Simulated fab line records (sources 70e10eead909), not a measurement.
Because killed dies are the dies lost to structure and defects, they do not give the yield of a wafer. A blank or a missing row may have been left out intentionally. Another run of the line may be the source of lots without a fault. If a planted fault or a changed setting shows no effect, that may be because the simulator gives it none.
Matching of chambers + flow nand harc + cmp-03 running NHARC_A_BLC_CMP_25: 4 sister chambers
The step polishes, t overpolish 30 s, target thk 150 nm. 14 wafers are shown with their chamber, then 7 later ones without.

WAFERS PAIRED WITH THEIR CHAMBERS
| wafer  | chamber | time to endpoint s (s) | motor current A (A) | slurry flow ml min |
|--------|---------|------------------------|---------------------|--------------------|
| L074.1 | 1       | 28.6                   | 12.1                | 150.1              |
| L074.5 | 2       | 28.3                   | 12.7                | 149.4              |
| L074.6 | 3       | 32.8                   | 12.7                | 149.9              |
| L075.2 | 2       | 24.8                   | 12.9                | 149.7              |
| L075.3 | 3       | 28.2                   | 12.6                | 150.2              |
| L075.6 | 2       | 27.0                   | 13.1                | 149.4              |
| L076.2 | 3       | 28.2                   | 11.9                | 150.7              |
| L076.4 | 2       | 26.6                   | 13.3                | 149.3              |
| L076.6 | 2       | 27.4                   | 13.4                | 149.4              |
| L080.1 | 3       | 31.8                   | 12.6                | 149.5              |
| L080.2 | 0       | 32.7                   | 12.9                | 149.7              |
| L080.6 | 0       | 32.7                   | 13.5                | 149.5              |
| L092.1 | 1       | 30.6                   | 11.2                | 149.7              |
| L092.2 | 3       | 31.3                   | 12.4                | 149.6              |

SIGNATURES, as means of the wafers listed above
| reading            | chamber 0 | chamber 1 | chamber 2 | chamber 3 | scatter within a chamber |
|--------------------|-----------|-----------|-----------|-----------|--------------------------|
| time to endpoint s | 32.700    | 29.600    | 26.820    | 30.460    | 1.64                     |
| motor current A    | 13.200    | 11.650    | 13.080    | 12.440    | 0.364                    |
| slurry flow ml min | 149.600   | 149.900   | 149.440   | 149.980   | 0.338                    |
Rule: for a wafer and a chamber, the distance is found by dividing, reading by reading, the gap between the wafer's reading and the chamber's mean by the reading's scatter, squaring, summing and taking the root. The wafer belongs to the nearest chamber; if the next one is less than 2 further off, it can't be placed. The scatter is the square root of a quotient: the sum, over the shown wafers, of each reading's squared deviation from its chamber's mean, divided by wafers minus chambers.

WAFERS WHOSE CHAMBER IS MISSING
| wafer  | time to endpoint s (s) | motor current A (A) | slurry flow ml min |
|--------|------------------------|---------------------|--------------------|
| L092.4 | 34.9                   | 12.5                | 150.4              |
| L095.1 | 32.0                   | 13.6                | 150.2              |
| L095.3 | 27.4                   | 12.3                | 149.6              |
| L095.4 | 29.9                   | 12.3                | 150.3              |
| L097.1 | 29.2                   | 12.6                | 149.7              |
| L097.4 | 29.7                   | 12.1                | 149.7              |
| L097.6 | 33.1                   | 13.2                | 150.5              |

WHICH CHAMBER EACH WENT THROUGH
| wafer  | from the rows above               | in truth |
|--------|-----------------------------------|----------|
| L092.4 | can't be placed: 3 or 0 or 1      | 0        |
| L095.1 | can't be placed: 0 or 3           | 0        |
| L095.3 | can't be placed: 3 or 2 or 1 or 0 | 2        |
| L095.4 | can't be placed: 3 or 1           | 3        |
| L097.1 | can't be placed: 3 or 2 or 1 or 0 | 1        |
| L097.4 | can't be placed: 3 or 1 or 2      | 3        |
| L097.6 | can't be placed: 0 or 3           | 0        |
Placed correctly: 0 of 7. Cannot be placed on the basis of these rows: 7; the candidates contain the true chamber in 7. Placed wrongly: 0.
